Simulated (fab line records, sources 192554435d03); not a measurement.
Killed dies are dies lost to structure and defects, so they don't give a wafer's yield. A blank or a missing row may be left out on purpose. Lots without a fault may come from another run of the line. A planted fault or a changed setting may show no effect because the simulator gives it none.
fab line records | flow n5_finfet
record lots=5 wafers=15 last_day=19
route steps=1938 shown BEOL_M5@1151 BEOL_M15@1830
lots that met no fault: from a run of the same line without faults
start_h: hours from the record's first day to the start of the lot's first wafer shown | wait_h: hours since the lot's step before | " the same as in the row above | L1.1+2: a row that stands for several wafers | - no value, or no start given | * or withheld: withheld | < > ~ a bound
route shown NAME@n: a module of which the file shows steps, and the number in the route of the first | usual: mean/standard deviation of fault-free wafers | same: alike in all rows | chamber/n: place in a boat | sites: the reading at each site | _std_site: their standard deviation | _edge_site: outer sites' mean less inner sites' | radius_mm: how far each site lies from the wafer's centre | mask NAME#n: copy n | behind: the tool/chamber that last shaped the wafer | hold: why the lot was held/for how many hours/how that ended | device: the transistor (n, p or np) that didn't switch | end of line: the same wafers' tests at the end of the route | a step without rows: its recipe alone | killed: dies lost to structure and defects at the first sort, not the wafer's yield | map: a wafer's dies, x killed, . not, _ none there
set.NAME: the setting as run; set.NAME@STEP: as run at that earlier step | model.NAME: the simulator's own value behind a step, which no gauge read
lots at some steps of the route; a table a step, a row a wafer
services: from which hour (start_h, from the record's first day; less than 0 if before it) a tool's chamber was out of use, for how many hours, and why
## steps
# step N5_BEOL_M5_DESCUM_33
# recipe chemistry=O2 time_s=7 source_power_w=50 bias_power_w=20 pressure_mtorr=20 rf_frequency_hz=2.712e+07 temp_c=40 resist=CAR-EUV o2_flow_sccm=225
# step N5_BEOL_M5_ETCH_75
# recipe chemistry=N2/H2 target=underlayer target_depth_a=65 mask_material=CAR-EUV time_s=5.2 ion_energy_ev=200 pressure_mtorr=30 source_w=840 bias_w=150 n2_flow_sccm=200 h2_flow_sccm=200 ends=cleared
# step N5_BEOL_M5_ETCH_67
# recipe chemistry=CF4 target=SiARC target_depth_a=156 mask_material=CAR-EUV time_s=26 ion_energy_ev=80 pressure_mtorr=40 source_w=545 bias_w=36 Ar_flow_sccm=100 cf4_flow_sccm=100 ends=cleared
# step N5_BEOL_M5_ETCH_68
# recipe chemistry=N2/H2 target=SOC target_depth_a=800 overetch_a=160 mask_material=SiARC temp_c=40 time_s=120 ion_energy_ev=200 pressure_mtorr=30 source_w=840 bias_w=150 n2_flow_sccm=200 h2_flow_sccm=200
# step N5_BEOL_M5_STRIP_69
# recipe chemistry=N2/H2 temp_c=40 n2_flow_sccm=200 h2_flow_sccm=200 rf_frequency_hz=6e+07
# step N5_BEOL_M5_STRIP_76
# recipe chemistry=N2/H2 temp_c=40 n2_flow_sccm=200 h2_flow_sccm=200 rf_frequency_hz=6e+07
# step N5_BEOL_M5_VIA_ETCH_34
# recipe chemistry=C4F6/O2 target=SiCOH_lowk target_depth_a=883 mask_material=SOC taper_deg=4 time_s=39.2 ion_energy_ev=250 pressure_mtorr=30 source_w=345 bias_w=185 Ar_flow_sccm=300 C4F6_flow_sccm=10 O2_flow_sccm=10
# step N5_BEOL_M5_STRIP_85
# recipe chemistry=C4F6/O2 resist=SiARC rf_frequency_hz=6e+07
# step N5_BEOL_M5_STRIP_36
# recipe chemistry=N2/H2 power_w=450 temp_c=40 pressure_mtorr=20 rf_frequency_hz=6e+07 overash_fraction=0.3 bias_power_w=7 h2_frac=0.5 n2_flow_sccm=200 h2_flow_sccm=200
# step N5_BEOL_M5_TRENCH_ETCH_37
# recipe chemistry=C4F6/O2 target_depth_a=716.52 target=SiCOH_lowk time_s=24.7 ion_energy_ev=250 pressure_mtorr=30 source_w=345 bias_w=185 Ar_flow_sccm=300 C4F6_flow_sccm=10 O2_flow_sccm=10
# usual chamber_pressure_mTorr=30.000/0.028 drypump_motor_current_A=5.4/0.38 oes_f_703_au=0.79/0.096 oes_product_au=0.78/0.1 rf_vpp_V=669/12 showerhead_plenum_p_Torr=2.82/0.11 throttle_valve_pct=20.94/0.24
# columns lot.wafer tool chamber start_h wait_h chamber_pressure_mTorr drypump_motor_current_A oes_f_703_au oes_product_au rf_hours_counter_h rf_vpp_V showerhead_plenum_p_Torr throttle_valve_pct model.etch.depth_nm model.BEOL_M5.feature_depth_nm model.TiN_of_BEOL_M5_HM_DEP_02.thk_nm
L892.1 rie_diel-06 3 269.19 - 29.940 5.4 0.72 0.72 192 671 2.72 21.29 71.41 71.4 18.4
L892.3 " 1 " " 30.009 5.7 0.74 0.73 220 668 2.73 21.01 73 73 17.8
L892.6 " 3 " " 29.970 5.4 0.72 0.71 - 671 2.72 21.29 70.55 70.6 18
L896.2 rie_diel-06 0 299.05 - 30.046 4.9 0.80 0.66 57 679 2.78 20.64 48.27 48.2 18.6
L896.5 " 0 " " 29.978 4.9 0.81 0.83 - 678 2.78 20.69 69.86 69.8 18
L896.6 " 1 " " 30.027 5.7 0.74 0.72 - 669 2.73 21.00 72.41 72.4 18
L897.2 rie_diel-06 1 302.45 - 30.008 5.7 0.74 0.57 231 667 2.73 20.96 49.22 49.2 17.6
L897.3 " 3 " " 30.021 5.3 0.71 0.57 203 672 2.72 21.27 48.14 48.2 18
L897.5 " 3 " " 30.036 5.3 0.71 0.70 - 671 2.72 21.31 70.03 70 17.2
L899.3 rie_diel-06 1 302.92 - 30.003 5.6 0.73 0.57 231 666 2.73 20.95 49.87 49.8 18.2
L899.4 " 2 " " 29.996 5.2 0.71 0.69 242 677 2.92 21.01 71.63 71.6 18
L899.6 " 0 " " 30.021 4.9 0.80 0.82 - 678 2.77 20.69 70.16 70.2 17.8
L906.2 rie_diel-02 1 346.72 - 29.996 6.0 0.69 0.69 206 665 2.70 20.61 68.49 68.4 18.4
L906.5 " 3 " " 29.993 5.7 0.71 0.69 - 642 2.78 21.11 71.12 71.2 18.2
L906.6 " 0 " " 29.969 5.4 0.87 0.91 - 674 2.90 20.78 72.57 72.6 18
# step N5_BEOL_M5_ETCH_41
# recipe chemistry=CH3F/O2 target=SiCN target_depth_a=315 taper_deg=2 time_s=56.7 ion_energy_ev=120 mask_material=TiN pressure_mtorr=30 source_w=395 bias_w=75 Ar_flow_sccm=150 CH3F_flow_sccm=30 O2_flow_sccm=20
# step N5_BEOL_M5_STRIP_91
# recipe chemistry=N2/H2 time_s=10 power_w=450 temp_c=40 pressure_mtorr=20 rf_frequency_hz=6e+07 bias_power_w=7 n2_flow_sccm=200 h2_flow_sccm=200
# step N5_BEOL_M5_OCD_MEAS_38
# usual trench_depth_nm=71.3/1.5
# columns lot.wafer tool chamber start_h wait_h trench_depth_nm
L892.1 ocd-02 - 269.34 - 71.0
L892.3 " - " " 73.1
L892.6 " - " " 71.2
L896.2 ocd-01 - 299.21 - 48.5
L896.5 " - " " 70.4
L896.6 " - " " 72.0
L897.2 ocd-02 - 302.61 - 48.9
L897.3 " - " " 48.5
L897.5 " - " " 69.6
L899.3 ocd-02 - 303.08 - 49.7
L899.4 " - " " 71.8
L899.6 " - " " 70.5
L906.2 ocd-01 - 346.87 - 68.4
L906.5 " - " " 71.3
L906.6 " - " " 72.4
# step N5_BEOL_M5_HM_STRIP_39
# recipe chemistry=peroxide_tin_strip material=TiN target_depth_a=250 temp_c=50 time_s=158
# step N5_BEOL_M5_SRD_40
# recipe time_s=30 temp_c=23 rinse_liquid=diw dry=ipa_marangoni
# step N5_BEOL_M5_PRECLEAN_42
# recipe chemistry=residue_remover time_s=60 temp_c=40
# step N5_BEOL_M5_SRD_43
# recipe time_s=30 temp_c=23 rinse_liquid=diw dry=ipa_marangoni
# step N5_BEOL_M5_CURE_80
# recipe temp_c=370 time_s=120 ambient=DMADMS/He material=SiCOH_lowk
# step N5_BEOL_M5_DEGAS_44
# recipe ambient=vacuum temp_c=250 time_s=60
# step N5_BEOL_M5_PRE_CLEAN_45
# recipe gas=H2/He time_s=30 temp_c=250
# step N5_BEOL_M5_ALD_86
# recipe material=TaN target_thk_a=* temp_c=275 ald_precursor_family=PDMAT ald_co_reactant=NH3 pressure_torr=3 carrier_flow_sccm=1500 pulse_time_s=2 purge_time_s=3 co_reactant_purge_time_s=2 co_reactant_pulse_time_s=3 ald_cycles=30 precursor_vessel_temp_c=75 precursor_vessel_pressure_torr=26.25 precursor_vessel_carrier_sccm=1000
# step N5_BEOL_M5_SURFACE_TREAT_87
# recipe gas=Ar time_s=* ion_energy_ev=* ion_current_ma_cm2=0.5 pressure_mtorr=* ar_flow_sccm=30
# step N5_BEOL_M5_CVD_47
# recipe material=Co target_thk_a=30 temp_c=withheld precursor=CCTBA/H2 pressure_torr=30 time_s=216
# step N5_BEOL_M5_SPUTTER_48
# recipe material=Cu target_thk_a=150 temp_c=-20 chamber_pressure_pa=0.07 power_w=withheld time_s=27.62
# step N5_BEOL_M5_ANNEAL_49
# recipe temp_c=400 time_s=1800 ambient=vacuum
# step N5_BEOL_M5_SPUTTER_81
# recipe material=Cu target_thk_a=150 temp_c=-20 chamber_pressure_pa=0.07 power_w=withheld time_s=27.62
# step N5_BEOL_M5_ANNEAL_82
# recipe temp_c=400 time_s=1800 ambient=vacuum
# step N5_BEOL_M5_SPUTTER_83
# recipe material=Cu target_thk_a=150 temp_c=-20 chamber_pressure_pa=0.07 power_w=withheld time_s=27.62
# step N5_BEOL_M5_ANNEAL_84
# recipe temp_c=400 time_s=1800 ambient=vacuum
# step N5_BEOL_M5_SPUTTER_88
# recipe material=Cu target_thk_a=150 temp_c=-20 chamber_pressure_pa=0.07 power_w=withheld time_s=27.62
# step N5_BEOL_M5_ANNEAL_89
# recipe temp_c=400 time_s=1800 ambient=vacuum
# step N5_BEOL_M5_SPUTTER_90
# recipe material=Cu target_thk_a=45 temp_c=-20 chamber_pressure_pa=0.07 power_w=withheld time_s=8.29
# step N5_BEOL_M5_ECD_50
# recipe material=Cu target_thk_a=3000
# step N5_BEOL_M5_ANNEAL_51
# recipe temp_c=225 time_s=90 ambient=N2
# step N5_BEOL_M5_CMP_52
# recipe stop_on=SiCOH_lowk t_overpolish_s=6.9 down_force_psi=1 platen_rpm=50 clearing_platen_down_force_psi=1.5 clearing_platen_rpm=50 post_cmp_clean=cu_alkaline target_thk_nm=62 clearing_platen_pad_velocity_m_s=0.99484 pad_velocity_m_s=0.99484
# usual barrier_field_endpoint_s=24.6/0.77 motor_current_A=6.1/0.41 overpolish_run_s=6.900/0.0093 time_to_endpoint_s=62/4.4
# columns lot.wafer tool chamber start_h wait_h barrier_field_endpoint_s motor_current_A overpolish_run_s time_to_endpoint_s model.Cu_of_BEOL_M5_ECD_50.thk_nm
L892.1 cmp-04 0 276.17 0.3 24.1 5.7 6.895 61 61.4
L892.3 " 1 " " 25.7 6.2 6.896 70 65.6
L892.6 " 1 " " 26.4 5.9 6.909 69 62.2
L896.2 cmp-03 2 306.04 0.2 24.2 6.3 6.903 62 39
L896.5 " 2 " " 24.0 6.1 6.905 60 59.6
L896.6 " 3 " " 23.8 6.2 6.898 61 62.4
L897.2 cmp-03 1 310.16 0.2 24.7 6.5 6.901 57 39
L897.3 " 2 " " 24.2 6.5 6.863 61 37.8
L897.5 " 2 " " 25.0 6.5 6.895 61 59.4
L899.3 cmp-03 2 310.64 0.2 24.2 6.5 6.897 56 39.8
L899.4 " 1 " " 23.6 6.5 6.913 56 62
L899.6 " 2 " " 24.3 6.4 6.900 59 59.8
L906.2 cmp-03 1 353.40 0.2 23.5 6.3 6.905 57 57
L906.5 " 0 " " 25.5 5.5 6.890 64 60.8
L906.6 " 1 " " 24.5 6.5 6.900 56 60.6
# step N5_BEOL_M5_THK_MEAS_53
# recipe thk_meas_gauge=xrf reads=Cu_of_BEOL_M5_ECD_50
# usual M5_THK=62.4/2.1
# columns lot.wafer tool chamber start_h wait_h M5_THK[nm]
L892.1 film_metro-02 - 276.47 - 62.3
L892.3 " - " " 67.1
L892.6 " - " " 63.5
L896.2 film_metro-02 - 306.33 - 39.6
L896.5 " - " " 60.5
L896.6 " - " " 63.7
L897.2 film_metro-02 - 310.45 - 39.8
L897.3 " - " " 38.6
L897.5 " - " " 60.4
L899.3 film_metro-02 - 310.93 - 40.7
L899.4 " - " " 63.3
L899.6 " - " " 60.8
L906.2 film_metro-02 - 353.66 - 58.2
L906.5 " - " " 61.9
L906.6 " - " " 61.6
# step N5_BEOL_M5_PRE_CLEAN_77
# recipe gas=NH3/H2 time_s=15 temp_c=* rf_power_w=300
# step N5_BEOL_M5_CO_CAP_78
# recipe material=Co target_thk_a=20 temp_c=200 precursor=CCTBA/H2 pressure_torr=30 time_s=102.1
# step N5_BEOL_M5_RS_MEAS_57
# recipe thk_meas_gauge=four-point-probe reads=Co_of_BEOL_M5_CO_CAP_78+Cu_of_BEOL_M5_ECD_50+Co_of_BEOL_M5_CVD_47+TaN_of_BEOL_M5_ALD_86
# usual M5_RS=0.391/0.016
# columns lot.wafer tool chamber start_h wait_h M5_RS[ohm/sq]
L892.1 film_metro-02 - 276.76 0.1 0.390
L892.3 " - " " 0.360
L892.6 " - " " 0.383
L896.2 film_metro-02 - 306.59 0.1 0.694
L896.5 " - " " 0.406
L896.6 " - " " 0.384
L897.2 film_metro-01 - 310.71 0.1 0.690
L897.3 " - " " 0.717
L897.5 " - " " 0.406
L899.3 film_metro-02 - 311.38 0.1 0.672
L899.4 " - " " 0.387
L899.6 " - " " 0.404
L906.2 film_metro-01 - 353.98 0.1 0.428
L906.5 " - " " 0.396
L906.6 " - " " 0.398
# step N5_BEOL_M15_RC_MEAS_101
# usual COMB_M10=1.49e-11/2.9e-12 COMB_M10_max_site=2.1e-11/4.8e-12 COMB_M11=1.49e-11/2.6e-12 COMB_M11_max_site=2.1e-11/4.6e-12 COMB_M12=7e-12/1.3e-12 COMB_M12_max_site=9.8e-12/2.2e-12 COMB_M13=5.4e-12/1e-12 COMB_M14=4.1e-12/6.5e-13 COMB_M15=3e-12/5.3e-13 COMB_M15_max_site=4.1e-12/8.2e-13 COMB_M6=2.6e-11/5e-12 COMB_M7=2.6e-11/6.3e-12 COMB_M8=2.5e-11/5.3e-12 COMB_M9=1.5e-11/3.1e-12 SERP_M10=3.07/0.09 SERP_M12=0.641/0.017 SERP_M13=0.310/0.0086 SERP_M14=0.160/0.0045 SERP_M5=39.3/2 SERP_M5_max_site=41.0/2.2 SERP_M6=13.8/0.62 SERP_M6_max_site=14.5/0.66 SERP_M7=13.4/0.62 SERP_M8=13.8/0.56 SERP_M9=3.08/0.11
# columns lot.wafer tool chamber start_h wait_h COMB_M10[S/m] COMB_M10_max_site[S/m] COMB_M11[S/m] COMB_M11_max_site[S/m] COMB_M12[S/m] COMB_M12_max_site[S/m] COMB_M13[S/m] COMB_M14[S/m] COMB_M15[S/m] COMB_M15_max_site[S/m] COMB_M6[S/m] COMB_M7[S/m] COMB_M8[S/m] COMB_M9[S/m] SERP_M10[ohm/um] SERP_M12[ohm/um] SERP_M13[ohm/um] SERP_M14[ohm/um] SERP_M5[ohm/um] SERP_M5_max_site[ohm/um] SERP_M6[ohm/um] SERP_M6_max_site[ohm/um] SERP_M7[ohm/um] SERP_M8[ohm/um] SERP_M9[ohm/um]
L892.1 prober-02 0 358.29 0.0 1.41e-11 2.2e-11 1.53e-11 2.3e-11 6.6e-12 1e-11 4.6e-12 2.4e-12 2.7e-12 5.3e-12 2.9e-11 2.2e-11 2.4e-11 1.4e-11 3.18 0.650 0.321 0.161 41.0 43.4 12.8 13.0 13.1 13.3 3.03
L892.3 " 0 " " 1.18e-11 1.9e-11 1.65e-11 1.8e-11 1.01e-11 1.43e-11 3.3e-12 3.4e-12 2.5e-12 4e-12 1.9e-11 2e-11 2.7e-11 1.4e-11 3.03 0.664 0.318 0.157 37.2 37.9 12.6 13.0 14.0 13.1 2.96
L892.6 " 0 " " 1.41e-11 1.7e-11 1.86e-11 2.5e-11 8.4e-12 9.8e-12 4.7e-12 4.6e-12 2.8e-12 3.3e-12 2.7e-11 1.9e-11 2.7e-11 1.1e-11 3.11 0.642 0.326 0.157 39.3 41.2 13.3 13.8 13.4 13.7 3.20
L897.2 prober-02 0 390.18 0.2 1.34e-11 2e-11 1.42e-11 1.9e-11 6.6e-12 1.16e-11 4.3e-12 5.4e-12 2.5e-12 4.3e-12 2.7e-11 3.1e-11 2.1e-11 1.6e-11 3.23 0.601 0.304 0.161 67.3 68.4 13.9 15.5 13.6 14.7 3.01
L897.3 " 0 " " 1.09e-11 1.3e-11 1.79e-11 2.6e-11 6.5e-12 1.05e-11 5.1e-12 3e-12 2.3e-12 3.2e-12 2.7e-11 3.5e-11 2.1e-11 1.5e-11 3.09 0.632 0.316 0.159 71.5 73.3 13.4 13.9 13.4 13.6 3.04
L897.5 " 0 " " 1.44e-11 2.1e-11 1.46e-11 2e-11 8.2e-12 1.11e-11 4.2e-12 4.5e-12 3e-12 3.6e-12 1.7e-11 2.9e-11 2.2e-11 1.4e-11 3.18 0.630 0.326 0.161 42.1 43.4 13.6 14.5 13.0 14.0 3.09
L896.2 prober-01 0 391.48 0.2 2.17e-11 2.7e-11 1.57e-11 1.9e-11 5e-12 6.9e-12 4.8e-12 3.6e-12 3.1e-12 4.2e-12 2.4e-11 2.6e-11 2.3e-11 1.6e-11 3.11 0.607 0.322 0.165 68.7 71.8 13.8 14.3 13.9 14.1 3.06
L896.5 " 0 " " 1.56e-11 2.3e-11 1.62e-11 2.2e-11 5.4e-12 7.9e-12 4.5e-12 3.8e-12 3.5e-12 4e-12 2.1e-11 2.2e-11 2.7e-11 1.7e-11 3.11 0.643 0.324 0.165 40.3 41.9 13.4 13.8 13.7 13.6 3.03
L896.6 " 0 " " 1.76e-11 2.8e-11 1.62e-11 2.2e-11 7.7e-12 9.6e-12 8e-12 2.8e-12 3.4e-12 6.2e-12 1.9e-11 1.5e-11 2.9e-11 1.6e-11 3.14 0.650 0.309 0.154 38.9 39.9 13.9 14.5 14.2 14.3 3.08
L899.3 prober-02 0 394.18 0.3 1.84e-11 2.7e-11 1.25e-11 1.8e-11 4.5e-12 4.8e-12 6.5e-12 4.8e-12 3.8e-12 6.3e-12 3e-11 2.8e-11 2e-11 2e-11 3.03 0.609 0.326 0.159 64.3 66.5 13.9 14.3 14.2 14.4 3.03
L899.4 " 0 " " 1.29e-11 1.9e-11 1.28e-11 2.2e-11 6.3e-12 9.5e-12 5.2e-12 3.8e-12 3e-12 3.8e-12 2.5e-11 1.7e-11 3e-11 1.5e-11 3.19 0.641 0.304 0.154 38.7 39.9 14.1 14.6 13.9 13.4 2.97
L899.6 " 0 " " 1.17e-11 1.5e-11 1.49e-11 1.7e-11 5.9e-12 6.2e-12 5e-12 2.9e-12 3.2e-12 4.3e-12 3e-11 3.3e-11 1.7e-11 1.5e-11 3.07 0.634 0.326 0.156 39.7 41.5 13.2 13.5 13.3 13.6 3.02
L906.2 prober-02 0 444.14 0.2 1.71e-11 2.5e-11 1.14e-11 1.5e-11 5.7e-12 6.9e-12 4.6e-12 4.3e-12 2.7e-12 3.8e-12 2.4e-11 3e-11 1.6e-11 2e-11 3.02 0.623 0.311 0.156 40.7 41.7 13.8 14.6 14.2 14.8 3.14
L906.5 " 0 " " 1.57e-11 2.3e-11 1.56e-11 2.1e-11 6.9e-12 8.9e-12 4.4e-12 3.6e-12 2.9e-12 3.6e-12 2.5e-11 3.4e-11 2.1e-11 1.4e-11 2.95 0.670 0.302 0.167 40.1 41.4 13.2 14.0 12.7 14.1 3.21
L906.6 " 0 " " 1.07e-11 2e-11 1.47e-11 2.1e-11 7.4e-12 8.9e-12 6.2e-12 4.1e-12 3.9e-12 4.9e-12 1.8e-11 2e-11 2.2e-11 1.7e-11 2.85 0.608 0.303 0.156 39.4 40.4 13.9 14.6 13.3 13.1 3.20
# sites SERP_M5 radius_mm=0,75,75,75,75,140,140,140,140
L892.1 42.9 41.9 42.6 41.0 43.4 39.4 39.5 37.6 40.1
L897.2 67.3 68.4 68.1 68.4 67.3 65.1 64.8 63.6 64.2
L896.2 63.0 65.0 66.9 68.7 64.7 69.3 70.5 71.8 70.1
L899.3 65.9 65.4 63.9 64.3 66.5 64.9 61.2 63.4 61.2
L906.2 39.5 40.1 39.3 39.3 40.7 41.6 41.5 41.7 41.7
## services
# columns tool chamber start_h hours kind
rie_diel-02 - 257.06 72.1 repair
cmp-04 - 302.98 17.9 repair
cmp-04 - 320.92 5.8 pm
rie_diel-06 2 324.33 - clean
rie_diel-06 2 324.33 - consumable_replace:focus_ring
rie_diel-06 2 324.33 21.0 scheduled_down
rie_diel-06 2 324.33 21.0 vent_cycle
rie_diel-02 - 329.20 14.6 pm
rie_diel-06 3 331.95 2.6 repair
rie_diel-06 - 338.02 0.6 repair
rie_diel-06 1 345.30 - clean
rie_diel-06 1 345.30 - consumable_replace:focus_ring
rie_diel-06 1 345.30 - consumable_replace:showerhead
rie_diel-06 1 345.30 15.0 scheduled_down
rie_diel-06 1 345.30 15.0 vent_cycle
rie_diel-06 0 347.58 3.7 repair
## key
first_sign step=N5_BEOL_M5_TRENCH_ETCH_37 reading=oes_product_au direction=down sigmas=1.9 usual=0.78 struck=0.60
effect step=N5_BEOL_M5_OCD_MEAS_38 reading=trench_depth_nm direction=down sigmas=15 usual=71.3 struck=48.9
effect step=N5_BEOL_M5_THK_MEAS_53 reading=M5_THK direction=down sigmas=11 usual=62.4 struck=39.7
effect step=N5_BEOL_M5_RS_MEAS_57 reading=M5_RS direction=up sigmas=19 usual=0.391 struck=0.693
effect step=N5_BEOL_M15_RC_MEAS_101 reading=SERP_M5 direction=up sigmas=14 usual=39.3 struck=68.0
model_effect step=N5_BEOL_M5_TRENCH_ETCH_37 value=etch.depth_nm without=71.55 struck=48.88
model_effect step=N5_BEOL_M5_CMP_52 value=Cu_of_BEOL_M5_ECD_50.thk_nm without=61.6 struck=38.9
met_at N5_BEOL_M5_TRENCH_ETCH_37
struck_wafers L896.2,L897.2,L897.3,L899.3
sort_left_out L896.2,L897.2,L897.3,L899.3
onset_between 269.19 299.05
fault kind=process_parameter_drift tool=rie_diel-06 chamber=- onset_h=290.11 steps=N5_BEOL_M5_TRENCH_ETCH_37 channel=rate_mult offset=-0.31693 shape=step end_h=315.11 scope=struck_wafers_only
# sort_left_out: the simulated sort isn't trusted on such a fault, so these wafers' sort isn't shown, and their yield isn't known
